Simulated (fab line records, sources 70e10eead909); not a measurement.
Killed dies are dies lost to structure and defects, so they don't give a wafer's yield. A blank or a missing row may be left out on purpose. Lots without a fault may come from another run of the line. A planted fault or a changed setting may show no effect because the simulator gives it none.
fab line records | flow nand_harc
record lots=22 wafers=66 last_day=33
route steps=1302 shown A_ONON_D2@548 A_CHANNEL_HOLE_D2@585 A_CHANNEL_FILL_D2@620
lots that met no fault: from a run of the same line without faults
start_h: hours from the record's first day to the start of the lot's first wafer shown | wait_h: hours since the lot's step before | " the same as in the row above | L1.1+2: a row that stands for several wafers | - no value, or no start given | * or withheld: withheld | < > ~ a bound
route shown NAME@n: a module of which the file shows steps, and the number in the route of the first | usual: mean/standard deviation of fault-free wafers | same: alike in all rows | chamber/n: place in a boat | sites: the reading at each site | _std_site: their standard deviation | _edge_site: outer sites' mean less inner sites' | radius_mm: how far each site lies from the wafer's centre | mask NAME#n: copy n | behind: the tool/chamber that last shaped the wafer | hold: why the lot was held/for how many hours/how that ended | device: the transistor (n, p or np) that didn't switch | end of line: the same wafers' tests at the end of the route | a step without rows: its recipe alone | killed: dies lost to structure and defects at the first sort, not the wafer's yield | map: a wafer's dies, x killed, . not, _ none there
set.NAME: the setting as run; set.NAME@STEP: as run at that earlier step | model.NAME: the simulator's own value behind a step, which no gauge read
steps of the route over a sample of lots; a table a step, a row a wafer
services: from which hour (start_h, from the record's first day; less than 0 if before it) a tool's chamber was out of use, for how many hours, and why
## steps
# step NHARC_A_ONON_D2_THK_MEAS_05
# recipe thk_meas_gauge=ellipsometry
# usual thk_nm=1002/9.9
# columns lot.wafer tool chamber start_h wait_h thk_nm
L074.3 film_metro-02 - 281.56 - 1007
L074.4 " - " " 1007
L074.5 " - " " 1009
L075.3 film_metro-01 - 281.59 - 996
L075.4 " - " " 996
L075.6 " - " " 996
L076.1 film_metro-02 - 300.85 - 1011
L076.2 " - " " 1011
L076.5 " - " " 1012
L077.2 film_metro-02 - 315.39 - 997
L077.3 " - " " 999
L077.4 " - " " 1000
L078.1 film_metro-02 - 317.57 - 1019
L078.3 " - " " 1018
L078.6 " - " " 1019
L079.1 film_metro-02 - 332.52 - 1000
L079.3 " - " " 1000
L079.4 " - " " 1001
L080.1 film_metro-01 - 338.61 - 1003
L080.2 " - " " 1003
L080.4 " - " " 1001
L081.2 film_metro-02 - 345.01 - 1012
L081.3 " - " " 1013
L081.6 " - " " 1014
L083.3 film_metro-02 - 360.35 - 999
L083.4 " - " " 999
L083.6 " - " " 999
L085.2 film_metro-02 - 391.68 - 1010
L085.5 " - " " 1009
L085.6 " - " " 1008
L086.1 film_metro-01 - 402.65 - 1007
L086.2 " - " " 1008
L086.6 " - " " 1007
L087.1 film_metro-02 - 402.74 - 975
L087.4 " - " " 976
L087.5 " - " " 974
L089.4 film_metro-02 - 419.58 - 1005
L089.5 " - " " 1007
L089.6 " - " " 1005
L088.2 film_metro-02 - 419.59 - 995
L088.3 " - " " 993
L088.6 " - " " 993
L091.1 film_metro-01 - 447.27 - 1004
L091.5 " - " " 1006
L091.6 " - " " 1004
L090.1 film_metro-02 - 447.27 - 992
L090.3 " - " " 993
L090.5 " - " " 994
L092.2 film_metro-02 - 460.68 - 1003
L092.5 " - " " 1003
L092.6 " - " " 1004
L093.1 film_metro-01 - 460.75 - 1005
L093.2 " - " " 1003
L093.5 " - " " 1004
L095.1 film_metro-02 - 485.51 - 1007
L095.2 " - " " 1006
L095.4 " - " " 1009
L094.2 film_metro-02 - 492.28 - 1011
L094.5 " - " " 1010
L094.6 " - " " 1013
L096.2 film_metro-02 - 498.10 - 978
L096.4 " - " " 975
L096.6 " - " " 978
L097.3 film_metro-01 - 498.34 - 1011
L097.4 " - " " 1009
L097.5 " - " " 1011
# step NHARC_A_ONON_D2_THK_MEAS_21
# recipe thk_meas_gauge=ellipsometry
# usual thk_nm=1001/11
# columns lot.wafer tool chamber start_h wait_h thk_nm
L075.3 film_metro-01 - 291.57 - 1011
L075.4 " - " " 1010
L075.6 " - " " 1011
L074.3 film_metro-02 - 291.57 - 981
L074.4 " - " " 982
L074.5 " - " " 982
L076.1 film_metro-01 - 312.28 - 1004
L076.2 " - " " 1006
L076.5 " - " " 1005
L078.1 film_metro-01 - 326.31 - 1013
L078.3 " - " " 1014
L078.6 " - " " 1013
L077.2 film_metro-02 - 326.33 - 1010
L077.3 " - " " 1007
L077.4 " - " " 1008
L079.1 film_metro-02 - 344.80 - 995
L079.3 " - " " 998
L079.4 " - " " 995
L080.1 film_metro-01 - 349.41 - 997
L080.2 " - " " 997
L080.4 " - " " 997
L081.2 film_metro-02 - 354.97 - 1027
L081.3 " - " " 1028
L081.6 " - " " 1029
L083.3 film_metro-01 - 372.57 - 997
L083.4 " - " " 997
L083.6 " - " " 999
L085.2 film_metro-02 - 401.26 - 996
L085.5 " - " " 998
L085.6 " - " " 997
L086.1 film_metro-02 - 412.68 - 1001
L086.2 " - " " 1001
L086.6 " - " " 1001
L087.1 film_metro-02 - 412.69 - 998
L087.4 " - " " 995
L087.5 " - " " 997
L089.4 film_metro-01 - 429.90 - 1019
L089.5 " - " " 1019
L089.6 " - " " 1020
L088.2 film_metro-02 - 429.91 - 987
L088.3 " - " " 986
L088.6 " - " " 990
L090.1 film_metro-01 - 457.19 - 993
L090.3 " - " " 991
L090.5 " - " " 992
L091.1 film_metro-02 - 457.20 - 1008
L091.5 " - " " 1008
L091.6 " - " " 1006
L093.1 film_metro-02 - 471.66 - 1012
L093.2 " - " " 1011
L093.5 " - " " 1012
L092.2 film_metro-01 - 471.66 - 993
L092.5 " - " " 992
L092.6 " - " " 994
L095.1 film_metro-02 - 498.56 - 1010
L095.2 " - " " 1011
L095.4 " - " " 1011
L094.2 film_metro-02 - 503.00 - 1006
L094.5 " - " " 1005
L094.6 " - " " 1005
L097.3 film_metro-02 - 509.83 - 992
L097.4 " - " " 993
L097.5 " - " " 993
L096.2 film_metro-01 - 509.84 - 992
L096.4 " - " " 993
L096.6 " - " " 994
# step NHARC_A_CHANNEL_HOLE_D2_DESCUM_15
# recipe time_s=3 o2_flow_sccm=200 ar_flow_sccm=0 bias_power_w=0 chemistry=O2
# usual chamber_pressure_mTorr=60.00/0.05 drypump_motor_current_A=5.8/0.33 oes_product_au=0.999/0.012 rf_vpp_V=57.9/0.94 showerhead_plenum_p_Torr=1.93/0.094 throttle_valve_pct=11.312/0.009
# columns lot.wafer tool chamber start_h wait_h chamber_pressure_mTorr drypump_motor_current_A oes_product_au rf_hours_counter_h rf_vpp_V showerhead_plenum_p_Torr throttle_valve_pct
L074.4 rie_diel-13 0 296.68 0.1 60.05 6.5 1.008 7 58.3 2.00 11.302
L074.3 " 2 " " 60.03 5.9 0.998 7 58.5 1.86 11.306
L074.5 " 0 " " 59.96 6.5 1.018 - 57.7 2.00 11.314
L075.4 rie_diel-08 3 296.83 0.1 60.09 5.7 0.997 5 57.5 1.81 11.289
L075.3 " 2 " " 59.99 5.2 0.997 6 58.1 1.92 11.320
L075.6 " 3 " " 59.93 5.7 1.011 - 57.3 1.81 11.300
L076.2 rie_diel-07 0 321.35 0.1 59.99 5.5 0.986 1 58.4 2.04 11.326
L076.1 " 3 " " 60.05 6.1 1.004 1 57.8 2.05 11.316
L076.5 " 0 " " 59.97 5.5 0.997 - 58.5 2.04 11.320
L078.3 rie_diel-08 0 331.32 0.1 60.01 6.1 1.009 8 57.7 2.02 11.305
L078.1 " 1 " " 60.04 5.7 1.010 9 58.1 1.85 11.300
L078.6 " 1 " " 59.97 5.7 1.004 - 58.3 1.85 11.317
L077.4 rie_diel-07 3 331.51 0.1 60.14 6.1 0.988 2 58.0 2.05 11.335
L077.2 " 0 " " 60.01 5.5 0.996 1 57.3 2.04 11.316
L077.3 " 1 " " 60.02 5.5 0.999 1 58.3 1.84 11.313
L079.3 rie_diel-07 2 349.83 0.1 60.09 5.5 1.010 3 54.8 1.78 11.316
L079.4 " 3 " " 60.05 6.1 0.982 3 59.6 2.05 11.315
L079.1 " 1 " " 60.04 5.5 1.006 2 57.1 1.84 11.307
L080.1 rie_diel-07 3 355.45 0.1 60.02 6.1 1.001 4 59.7 2.05 11.321
L080.2 " 0 " " 60.03 5.5 0.994 3 57.9 2.04 11.308
L080.4 " 1 " " 60.03 5.5 1.010 3 58.3 1.84 11.317
L081.2 rie_diel-13 3 362.33 0.1 60.03 5.7 0.995 1 59.0 1.90 11.326
L081.3 " 1 " " 59.89 6.0 1.007 1 59.5 2.03 11.320
L081.6 " 3 " " 60.01 5.7 1.002 - 57.9 1.90 11.295
L083.4 rie_diel-08 0 379.84 0.1 60.06 6.1 1.009 0 55.9 2.02 11.315
L083.3 " 1 " " 60.07 5.7 1.002 0 56.5 1.85 11.306
L083.6 " 0 " " 59.94 6.1 0.994 - 57.5 2.02 11.310
L085.2 rie_diel-07 0 407.93 0.1 59.96 5.5 0.998 6 57.6 2.04 11.315
L085.6 " 1 " " 59.99 5.5 1.020 - 57.0 1.84 11.307
L085.5 " 2 " " 60.04 5.5 1.003 - 57.3 1.78 11.306
L086.1 rie_diel-08 2 417.83 0.1 60.09 5.2 0.998 4 59.1 1.92 11.293
L086.2 " 3 " " 60.14 5.6 0.995 4 57.8 1.81 11.329
L086.6 " 3 " " 60.08 5.6 0.990 - 57.4 1.81 11.310
L087.1 rie_diel-13 2 418.06 0.1 60.07 5.9 1.020 5 57.4 1.86 11.329
L087.4 " 1 " " 59.92 6.0 1.007 5 57.7 2.03 11.321
L087.5 " 2 " " 59.93 5.9 0.998 - 57.8 1.86 11.307
L088.3 rie_diel-13 1 436.27 0.1 59.93 6.0 0.995 6 59.3 2.03 11.309
L088.2 " 2 " " 59.98 5.9 1.015 6 58.0 1.86 11.328
L088.6 " 1 " " 60.07 5.9 0.999 - 59.5 2.03 11.334
L089.4 rie_diel-08 2 438.30 0.1 59.99 5.2 0.997 5 58.3 1.92 11.321
L089.6 " 3 " " 59.95 5.6 0.990 - 57.5 1.81 11.297
L089.5 " 0 " " 59.96 6.1 1.015 - 58.8 2.02 11.310
L091.1 rie_diel-13 2 462.35 0.1 59.98 5.9 1.020 9 57.8 1.86 11.318
L091.6 " 0 " " 59.94 6.5 0.979 - 58.6 1.99 11.310
L091.5 " 2 " " 60.02 5.9 1.018 - 57.6 1.86 11.314
L090.1 rie_diel-07 0 462.48 0.1 60.06 5.5 1.013 9 59.0 2.04 11.314
L090.3 " 2 " " 60.02 5.5 1.002 9 57.8 1.78 11.303
L090.5 " 1 " " 59.93 5.5 1.032 - 57.9 1.84 11.324
L093.1 rie_diel-08 3 476.68 0.1 59.94 5.6 0.996 7 57.6 1.81 11.313
L093.2 " 2 " " 59.98 5.3 0.994 7 58.7 1.92 11.307
L093.5 " 3 " " 60.01 5.6 0.993 - 56.6 1.81 11.310
L092.2 rie_diel-13 0 477.49 0.1 59.97 6.5 0.974 8 56.1 1.99 11.312
L092.5 " 2 " " 60.01 5.9 1.010 - 58.3 1.86 11.317
L092.6 " 3 " " 60.01 5.7 0.985 - 58.1 1.90 11.312
L095.1 rie_diel-07 3 503.69 0.1 60.01 6.1 1.014 1 57.8 2.05 11.302
L095.4 " 0 " " 60.11 5.5 1.015 1 58.9 2.04 11.314
L095.2 " 1 " " 59.98 5.5 0.990 1 58.3 1.84 11.310
L094.2 rie_diel-13 3 508.51 0.1 60.02 5.7 0.993 11 57.3 1.90 11.307
L094.6 " 1 " " 60.06 6.0 0.998 - 58.5 2.03 11.307
L094.5 " 0 " " 60.05 6.5 0.974 - 58.9 1.99 11.308
L097.4 rie_diel-08 2 516.15 0.1 59.92 5.2 1.009 9 59.3 1.92 11.311
L097.3 " 0 " " 59.97 6.1 1.007 9 56.9 2.01 11.320
L097.5 " 1 " " 59.98 5.8 0.999 - 56.4 1.85 11.312
L096.4 rie_diel-13 3 516.60 0.1 60.10 5.7 0.994 11 59.5 1.90 11.312
L096.2 " 1 " " 59.98 6.0 1.005 10 58.7 2.03 11.309
L096.6 " 3 " " 60.00 5.7 0.994 - 57.6 1.90 11.307
# step NHARC_A_CHANNEL_HOLE_D2_ETCH_16
# recipe target_depth_a=31000 over_etch_frac=0.3 time_s=806 ion_energy_ev=150 o2_flow_sccm=400 cos_flow_sccm=20 ar_flow_sccm=0 rf_w=500 bias_w=300 chemistry=O2/COS
# usual bias_w=300.0/1 chamber_pressure_mTorr=20.000/0.018 drypump_motor_current_A=5.8/0.33 oes_product_au=0.998/0.012 rf_vpp_V=314.4/2.4 showerhead_plenum_p_Torr=3.14/0.14 throttle_valve_pct=28.329/0.0091
# columns lot.wafer tool chamber start_h wait_h bias_w chamber_pressure_mTorr drypump_motor_current_A oes_product_au rf_hours_counter_h rf_vpp_V showerhead_plenum_p_Torr throttle_valve_pct
L074.4 rie_diel-13 3 - - 299.8 20.019 5.7 1.004 6 313.5 3.10 28.344
L074.3 " 2 " " 300.0 19.967 5.9 1.009 7 311.8 3.04 28.325
L074.5 " 0 " " 301.0 20.010 6.5 1.019 - 316.6 3.25 28.335
L075.3 rie_diel-08 0 - - 300.0 20.033 6.0 0.999 6 316.2 3.28 28.332
L075.4 " 2 " " 298.6 19.987 5.2 0.999 7 314.6 3.14 28.322
L075.6 " 3 " " 300.5 19.986 5.7 0.997 - 312.5 2.96 28.323
L076.1 rie_diel-07 0 - - 299.2 20.003 5.5 0.984 1 316.5 3.32 28.327
L076.2 " 2 " " 299.4 20.008 5.5 1.001 1 309.4 2.91 28.329
L076.5 " 3 " " 301.7 20.001 6.2 1.000 - 316.7 3.33 28.319
L078.1 rie_diel-08 0 - - 299.7 20.023 6.1 1.002 9 315.1 3.28 28.320
L078.3 " 3 " " 298.9 20.013 5.7 0.995 10 313.1 2.96 28.317
L078.6 " 0 " " 300.3 20.001 6.1 0.992 - 313.8 3.28 28.343
L077.4 rie_diel-07 0 - - 299.4 20.013 5.5 0.991 2 317.0 3.32 28.330
L077.2 " 1 " " 299.2 19.992 5.5 1.002 1 312.9 3.01 28.326
L077.3 " 2 " " 299.4 19.984 5.5 1.003 2 311.0 2.91 28.319
L079.4 rie_diel-07 1 - - 298.1 19.993 5.5 1.003 3 312.2 3.01 28.341
L079.3 " 2 " " 300.6 19.974 5.5 1.002 3 310.9 2.91 28.326
L079.1 " 0 " " 300.1 19.996 5.5 0.997 3 317.3 3.32 28.322
L080.4 rie_diel-07 2 - - 299.8 19.965 5.5 1.010 4 312.2 2.91 28.334
L080.1 " 3 " " 299.9 20.035 6.1 0.992 4 317.8 3.33 28.342
L080.2 " 0 " " 298.8 20.000 5.5 0.985 4 317.0 3.32 28.334
L081.2 rie_diel-13 3 - - 301.3 20.017 5.7 1.002 1 315.0 3.10 28.319
L081.3 " 0 " " 303.0 20.018 6.6 1.009 1 315.2 3.25 28.330
L081.6 " 2 " " 300.7 19.992 5.9 1.013 - 312.1 3.04 28.331
L083.3 rie_diel-08 2 - - 299.7 20.012 5.2 1.006 0 313.9 3.13 28.332
L083.4 " 3 " " 300.6 19.989 5.7 0.987 0 310.5 2.96 28.330
L083.6 " 2 " " 298.8 20.005 5.2 1.000 - 314.9 3.13 28.335
L085.2 rie_diel-07 3 - - 299.3 20.017 6.1 0.976 7 317.4 3.33 28.345
L085.6 " 1 " " 302.4 20.010 5.5 1.009 - 311.2 3.01 28.322
L085.5 " 2 " " 299.3 19.973 5.5 1.004 - 310.1 2.91 28.327
L087.4 rie_diel-13 1 - - 299.4 20.008 6.0 1.004 5 316.5 3.31 28.332
L087.1 " 3 " " 300.0 19.978 5.7 0.987 4 315.9 3.10 28.341
L087.5 " 2 " " 299.2 20.000 5.9 1.000 - 313.4 3.04 28.328
L086.2 rie_diel-08 2 418.64 0.1 299.9 19.990 5.2 0.994 4 314.1 3.13 28.327
L086.1 " 3 " " 300.3 20.008 5.7 0.994 4 311.6 2.96 28.337
L086.6 " 2 " " 300.5 19.983 5.2 0.985 - 315.0 3.13 28.324
L088.3 rie_diel-13 2 - - 299.0 19.998 5.9 1.000 7 313.4 3.04 28.320
L088.2 " 0 " " 300.4 20.018 6.5 0.972 4 315.9 3.25 28.335
L088.6 " 2 " " 300.9 19.989 5.9 0.997 - 311.0 3.04 28.350
L089.4 rie_diel-08 0 - - 299.8 19.997 6.1 0.994 4 316.6 3.28 28.316
L089.6 " 2 " " 301.4 20.016 5.2 0.992 - 314.0 3.13 28.320
L089.5 " 3 " " 300.4 19.985 5.7 0.998 - 310.5 2.96 28.343
L090.1 rie_diel-07 3 - - 299.6 19.983 6.1 1.012 9 317.1 3.33 28.314
L090.3 " 2 " " 300.6 19.982 5.5 1.023 9 310.9 2.91 28.354
L090.5 " 3 " " 299.3 20.002 6.1 1.001 - 315.3 3.33 28.340
L091.1 rie_diel-13 2 - - 298.1 20.012 5.9 1.020 9 312.6 3.03 28.345
L091.5 " 3 " " 298.4 19.989 5.7 0.993 - 313.7 3.10 28.327
L091.6 " 2 " " 299.3 20.007 5.9 1.016 - 312.1 3.04 28.328
L093.1 rie_diel-08 3 - - 300.4 20.027 5.7 0.996 7 313.3 2.96 28.330
L093.2 " 1 " " 299.8 19.982 5.7 0.984 5 313.0 3.02 28.334
L093.5 " 0 " " 298.9 19.986 6.0 0.997 - 316.8 3.28 28.316
L092.2 rie_diel-13 0 - - 298.8 20.011 6.5 0.967 8 315.6 3.24 28.314
L092.6 " 0 " " 299.5 20.005 6.5 0.974 - 317.1 3.24 28.315
L092.5 " 1 " " 299.7 20.010 6.0 0.994 - 317.4 3.31 28.334
L095.1 rie_diel-07 0 - - 299.9 19.991 5.5 1.014 1 316.9 3.31 28.330
L095.2 " 2 " " 299.4 19.989 5.5 0.993 1 310.3 2.91 28.312
L095.4 " 3 " " 300.8 20.025 6.1 1.000 1 316.8 3.33 28.330
L094.2 rie_diel-13 3 - - 300.3 19.997 5.7 0.993 11 312.9 3.10 28.327
L094.5 " 1 " " 298.9 20.006 6.0 1.001 - 317.0 3.30 28.339
L094.6 " 3 " " 300.4 20.012 5.7 0.986 - 313.0 3.10 28.332
L097.4 rie_diel-08 3 - - 299.5 19.977 5.7 0.997 10 311.3 2.96 28.321
L097.3 " 1 " " 299.7 19.965 5.7 1.000 8 312.6 3.02 28.316
L097.5 " 0 " " 300.3 20.022 6.1 1.009 - 317.8 3.28 28.324
L096.2 rie_diel-13 0 - - 298.7 20.004 6.5 0.975 12 315.0 3.24 28.312
L096.4 " 1 " " 298.6 20.005 6.0 0.999 11 317.9 3.30 28.344
L096.6 " 3 " " 301.6 19.999 5.7 0.995 - 313.7 3.10 28.331
# step NHARC_A_CHANNEL_HOLE_D2_ETCH_25
# recipe bias_v=5000 source_w=withheld pressure_mtorr=20 time_s=1040.2 ar_flow_sccm=375 c4f8_flow_sccm=93.8 o2_flow_sccm=31.2 temp_c=-20 target_depth_a=15000 chemistry=C4F8/O2/Ar
# usual chamber_pressure_mTorr=19.999/0.018 drypump_motor_current_A=5.5/0.46 oes_air_line_au=1.000/0.022 showerhead_plenum_p_Torr=3.66/0.13 throttle_valve_pct=32.235/0.0088
# columns lot.wafer tool chamber start_h wait_h chamber_pressure_mTorr drypump_motor_current_A oes_air_line_au rf_hours_counter_h showerhead_plenum_p_Torr throttle_valve_pct
L074.4 har_etch-02 0 301.06 0.7 20.014 5.1 1.033 - 3.72 32.240
L074.3 " 1 " " 20.006 5.4 1.002 - 3.42 32.233
L074.5 " 1 " " 19.974 5.4 0.984 - 3.42 32.240
L075.4 har_etch-01 0 301.64 0.7 20.032 5.3 0.982 - 3.70 32.245
L075.3 " 1 " " 19.981 6.3 1.024 - 3.62 32.240
L075.6 " 0 " " 19.988 5.3 0.979 - 3.70 32.227
L076.2 har_etch-01 1 325.43 0.6 19.980 6.3 0.993 163 3.61 32.235
L076.1 " 0 " " 20.011 5.4 1.030 163 3.69 32.240
L076.5 " 0 " " 19.987 5.4 1.041 - 3.69 32.226
L078.1 har_etch-01 0 335.56 0.7 19.982 5.3 0.997 171 3.69 32.244
L078.3 " 0 " " 20.003 5.3 1.021 - 3.69 32.240
L078.6 " 1 " " 20.023 6.3 1.019 - 3.61 32.237
L077.2 har_etch-02 0 338.21 0.7 19.990 5.1 0.987 390 3.71 32.252
L077.4 " 1 " " 20.026 5.4 1.020 - 3.41 32.225
L077.3 " 0 " " 20.006 5.1 1.001 - 3.71 32.238
L079.1 har_etch-01 0 354.08 0.7 19.987 5.3 0.990 178 3.68 32.234
L079.4 " 1 " " 20.029 6.3 1.005 - 3.60 32.215
L079.3 " 0 " " 20.023 5.3 1.018 - 3.68 32.216
L080.2 har_etch-02 0 360.08 0.6 20.018 5.1 0.972 402 3.70 32.233
L080.1 " 1 " " 20.004 5.4 1.006 402 3.40 32.229
L080.4 " 1 " " 20.016 5.4 1.013 - 3.40 32.240
L081.2 har_etch-02 0 368.92 0.6 20.019 5.0 0.955 409 3.70 32.235
L081.3 " 0 " " 19.991 5.0 1.009 - 3.70 32.240
L081.6 " 1 " " 19.987 5.4 1.012 - 3.40 32.226
L083.3 har_etch-01 1 384.22 0.7 20.013 6.3 0.987 - 3.59 32.236
L083.4 " 0 " " 20.006 5.3 1.003 - 3.67 32.227
L083.6 " 1 " " 19.990 6.3 0.965 - 3.59 32.249
L085.2 har_etch-01 0 412.11 0.6 19.977 5.3 1.055 224 3.66 32.218
L085.6 " 0 " " 20.024 5.3 1.017 - 3.66 32.239
L085.5 " 1 " " 19.986 6.3 1.011 - 3.58 32.246
L087.1 har_etch-01 0 422.29 0.7 19.992 5.3 0.986 228 3.65 32.225
L087.4 " 1 " " 20.016 6.3 0.989 - 3.58 32.239
L087.5 " 0 " " 20.021 5.3 0.996 - 3.65 32.241
L086.2 har_etch-02 1 422.56 0.6 20.010 5.4 0.973 22 3.92 32.220
L086.1 " 0 " " 19.971 5.1 0.986 22 3.69 32.237
L086.6 " 1 " " 20.016 5.4 0.977 - 3.92 32.220
L088.2 har_etch-01 1 440.50 0.7 19.965 6.3 0.995 235 3.57 32.239
L088.3 " 0 " " 20.020 5.3 0.999 - 3.65 32.242
L088.6 " 1 " " 20.011 6.3 0.995 - 3.57 32.233
L089.4 har_etch-02 1 442.64 0.7 19.979 5.4 0.975 - 3.91 32.244
L089.6 " 1 " " 19.998 5.4 0.975 - 3.91 32.243
L089.5 " 0 " " 19.994 5.0 1.013 - 3.68 32.243
L090.1 har_etch-02 1 466.71 0.7 19.989 5.4 1.017 45 3.90 32.243
L090.3 " 1 " " 19.957 5.4 1.004 - 3.90 32.235
L090.5 " 0 " " 20.014 5.0 1.021 - 3.68 32.231
L091.1 har_etch-01 0 467.19 0.7 20.010 5.3 1.007 251 3.64 32.240
L091.5 " 1 " " 20.025 6.3 1.043 - 3.56 32.239
L091.6 " 0 " " 19.987 5.3 1.031 - 3.64 32.237
L093.2 har_etch-01 0 480.75 0.6 19.971 5.3 0.991 259 3.64 32.234
L093.1 " 1 " " 19.977 6.3 1.000 259 3.56 32.239
L093.5 " 1 " " 19.999 6.3 0.998 - 3.56 32.224
L092.2 har_etch-02 1 481.57 0.6 19.987 5.4 0.988 56 3.90 32.230
L092.5 " 1 " " 20.017 5.4 1.003 - 3.90 32.237
L092.6 " 0 " " 20.015 5.1 0.997 - 3.67 32.215
L095.1 har_etch-02 1 508.36 0.6 19.994 5.4 1.035 67 3.89 32.231
L095.2 " 0 " " 20.026 5.1 0.998 67 3.66 32.224
L095.4 " 1 " " 20.004 5.4 1.034 - 3.89 32.221
L094.2 har_etch-01 1 512.77 0.6 19.965 6.3 0.938 274 3.55 32.246
L094.5 " 1 " " 19.987 6.3 0.978 - 3.55 32.235
L094.6 " 0 " " 19.969 5.4 0.974 - 3.63 32.236
L097.3 har_etch-02 0 520.71 0.7 19.996 5.1 0.988 - 3.66 32.235
L097.4 " 1 " " 20.031 5.4 1.031 - 3.88 32.240
L097.5 " 1 " " 19.979 5.4 0.999 - 3.88 32.236
L096.2 har_etch-01 1 521.94 0.6 20.010 6.3 0.974 282 3.55 32.251
L096.4 " 0 " " 19.996 5.3 1.017 - 3.63 32.232
L096.6 " 1 " " 20.026 6.3 0.994 - 3.55 32.240
# step NHARC_A_CHANNEL_FILL_D2_ETCHBACK_20
# recipe target_depth_a=270 time_s=13.5 c4f8_flow_sccm=withheld o2_flow_sccm=8 ar_flow_sccm=withheld rf_w=600 bias_w=1500 chemistry=C4F8/O2/Ar
# usual bias_w=1501/4.2 chamber_pressure_mTorr=25.000/0.023 oes_product_au=0.991/0.025 rf_vpp_V=981/5.1
# columns lot.wafer tool chamber start_h wait_h bias_w chamber_pressure_mTorr oes_product_au rf_hours_counter_h rf_vpp_V
L074.3 rie_diel-03 1 331.17 - 1501 25.039 0.982 2 987
L074.4 " 0 " " 1500 24.983 1.012 - 982
L074.5 " 1 " " 1497 24.979 0.989 - 987
L075.4 rie_diel-05 0 331.18 - 1502 25.021 0.993 13 981
L075.3 " 1 " " 1505 24.962 0.989 15 981
L075.6 " 2 " " 1501 24.958 1.021 - 973
L076.2 rie_diel-05 2 352.15 - 1500 24.975 1.038 20 972
L076.1 " 3 " " 1504 25.006 1.012 17 984
L076.5 " 0 " " 1493 25.005 0.996 - 979
L078.3 rie_diel-03 0 364.40 - 1500 24.987 0.940 2 983
L078.1 " 1 " " 1499 25.026 0.920 2 986
L078.6 " 0 " " 1506 25.003 0.953 - 984
L077.3 rie_diel-05 3 364.40 - 1502 25.017 1.000 18 984
L077.2 " 0 " " 1502 24.989 1.008 20 981
L077.4 " 2 " " 1501 25.018 1.019 21 972
L079.4 rie_diel-05 2 381.52 - 1497 24.947 1.038 23 973
L079.1 " 3 " " 1496 24.989 1.003 20 984
L079.3 " 0 " " 1506 25.038 1.009 22 980
L080.1 rie_diel-03 3 387.61 - 1503 25.020 0.990 2 982
L080.2 " 0 " " 1503 25.046 1.023 3 983
L080.4 " 1 " " 1490 24.945 0.987 3 987
L081.3 rie_diel-03 1 398.64 - 1498 24.940 0.988 3 986
L081.2 " 2 " " 1505 25.014 1.008 3 982
L081.6 " 2 " " 1504 25.011 1.000 - 982
L083.3 rie_diel-03 0 412.85 - 1506 24.995 0.934 4 984
L083.4 " 3 " " 1500 24.934 0.927 3 980
L083.6 " 0 " " 1501 25.021 0.936 - 983
L085.2 rie_diel-09 2 438.83 - 1498 24.968 1.010 3 983
L085.5 " 1 " " 1500 25.019 0.996 - 986
L085.6 " 2 " " 1501 24.988 1.006 - 984
L086.1 rie_diel-09 3 449.48 - 1505 25.032 0.977 3 974
L086.2 " 0 " " 1495 24.994 0.980 3 970
L086.6 " 3 " " 1512 25.006 0.985 - 974
L087.1 rie_diel-03 1 449.49 - 1498 24.997 0.987 5 987
L087.4 " 2 " " 1500 24.991 1.006 4 983
L087.5 " 0 " " 1508 24.970 1.007 - 984
L088.2 rie_diel-09 1 470.13 - 1500 24.961 1.003 4 984
L088.3 " 3 " " 1500 25.034 0.974 4 974
L088.6 " 1 " " 1505 25.008 1.005 - 984
L089.4 rie_diel-03 2 470.14 - 1494 24.986 0.985 0 982
L089.6 " 0 " " 1496 25.007 1.012 - 982
L089.5 " 1 " " 1499 24.986 0.972 - 986
L091.1 rie_diel-09 1 494.59 - 1504 25.034 0.991 5 986
L091.5 " 1 " " 1498 25.013 0.983 - 985
L091.6 " 2 " " 1495 25.019 1.014 - 985
L090.1 rie_diel-05 2 494.60 - 1500 25.017 1.005 16 972
L090.3 " 3 " " 1504 24.975 1.015 16 984
L090.5 " 1 " " 1500 25.010 0.975 - 980
L092.2 rie_diel-03 3 510.09 - 1499 24.987 1.000 1 979
L092.5 " 3 " " 1499 25.018 1.010 - 982
L092.6 " 0 " " 1501 24.969 1.009 - 982
L093.2 rie_diel-05 0 510.11 - 1499 24.994 1.003 16 979
L093.1 " 1 " " 1496 25.034 0.976 16 978
L093.5 " 3 " " 1498 25.012 1.020 - 984
L095.2 rie_diel-03 2 535.27 - 1494 24.983 0.998 2 983
L095.1 " 3 " " 1497 25.011 1.010 2 981
L095.4 " 1 " " 1499 25.024 0.995 2 987
L094.2 rie_diel-09 3 540.53 - 1502 25.007 0.987 2 975
L094.5 " 2 " " 1498 24.997 1.034 - 985
L094.6 " 3 " " 1505 24.962 0.993 - 974
L096.2 rie_diel-03 0 547.19 - 1503 25.003 0.979 2 983
L096.4 " 3 " " 1498 25.026 0.964 2 981
L096.6 " 1 " " 1499 24.989 0.960 - 986
L097.4 rie_diel-09 3 547.19 - 1495 25.011 0.979 2 974
L097.3 " 0 " " 1502 25.004 0.968 1 971
L097.5 " 2 " " 1498 24.983 1.024 - 983
## services
# columns tool chamber start_h hours kind
rie_diel-03 - 281.30 9.0 pm
rie_diel-07 - 294.32 9.0 pm
rie_diel-09 - 320.10 9.0 pm
rie_diel-03 2 327.64 4.8 repair
rie_diel-07 - 328.96 0.3 repair
rie_diel-13 - 342.04 9.0 pm
rie_diel-03 - 358.91 1.0 repair
rie_diel-09 1 361.52 6.2 repair
rie_diel-08 - 367.80 9.0 pm
har_etch-02 - 379.22 17.0 pm
rie_diel-09 - 388.59 1.5 repair
rie_diel-05 - 407.10 9.0 pm
rie_diel-08 1 411.95 7.0 repair
rie_diel-08 0 417.55 2.6 repair
rie_diel-07 - 421.69 0.1 repair
har_etch-01 - 423.95 7.3 repair
rie_diel-05 2 429.59 1.9 repair
rie_diel-13 1 445.13 20.7 repair
rie_diel-03 - 458.30 9.0 pm
rie_diel-07 - 471.32 9.0 pm
rie_diel-13 2 505.23 4.4 repair
rie_diel-13 - 519.04 9.0 pm
rie_diel-07 3 543.80 4.4 repair
rie_diel-08 - 544.80 9.0 pm
## key
fault none
